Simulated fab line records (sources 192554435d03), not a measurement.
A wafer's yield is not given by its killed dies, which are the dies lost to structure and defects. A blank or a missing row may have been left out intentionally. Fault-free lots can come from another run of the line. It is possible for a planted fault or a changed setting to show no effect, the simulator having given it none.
Matching of chambers    flow n5_finfet    ald_hk-03 running N5_HKMG_FIN_HK_ALD_01: 4 sister chambers
The step deposits HfO2, target thk 1.6 nm, pulse time 3 s, purge time 3 s. 16 wafers are shown with their chamber, then 8 later ones without.

## EACH WAFER AND ITS CHAMBER
wafer   chamber  precursor_pulse_height_rel
L078.1  0        0.987
L078.3  2        1.014
L078.6  0        1.025
L081.1  2        1.042
L081.4  0        0.960
L081.6  0        0.968
L082.1  3        0.982
L082.4  0        1.009
L082.6  0        1.000
L083.1  0        1.004
L083.2  3        0.984
L083.4  1        0.952
L087.2  1        1.014
L087.5  2        1.002
L087.6  1        1.013
L091.4  2        1.018

SIGNATURES (means of the wafers above)
reading                     chamber 0  chamber 1  chamber 2  chamber 3  scatter within a chamber
precursor_pulse_height_rel  0.99329    0.99300    1.01900    0.98300    0.0234
Rule: for each reading, subtract the chamber's mean from the wafer's reading, divide by that reading's scatter and square the result; add these up over the readings and take the root, which gives the wafer's distance from the chamber. The wafer belongs to the nearest chamber; if the next one is less than 2 further off, it can't be placed. The scatter is the square root of a quotient: the sum, over the shown wafers, of each reading's squared deviation from its chamber's mean, divided by wafers minus chambers.

## WAFERS MISSING THEIR CHAMBER
wafer   precursor_pulse_height_rel
L091.5  1.015
L091.6  0.985
L092.1  0.970
L092.4  0.967
L092.6  1.041
L096.2  0.968
L096.3  1.008
L096.6  0.990

## WHICH CHAMBER EACH WENT THROUGH
wafer   from the rows above                in truth
L091.5  can't be placed: 2 or 0 or 1 or 3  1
L091.6  can't be placed: 3 or 1 or 0 or 2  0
L092.1  can't be placed: 3 or 1 or 0 or 2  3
L092.4  can't be placed: 3 or 1 or 0 or 2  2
L092.6  can't be placed: 2 or 0 or 1 or 3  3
L096.2  can't be placed: 3 or 1 or 0 or 2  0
L096.3  can't be placed: 2 or 0 or 1 or 3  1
L096.6  can't be placed: 1 or 0 or 3 or 2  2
Correctly placed: 0 of 8. These rows do not allow placing 8 (true chamber among the candidates in 8). 0 placed wrongly.
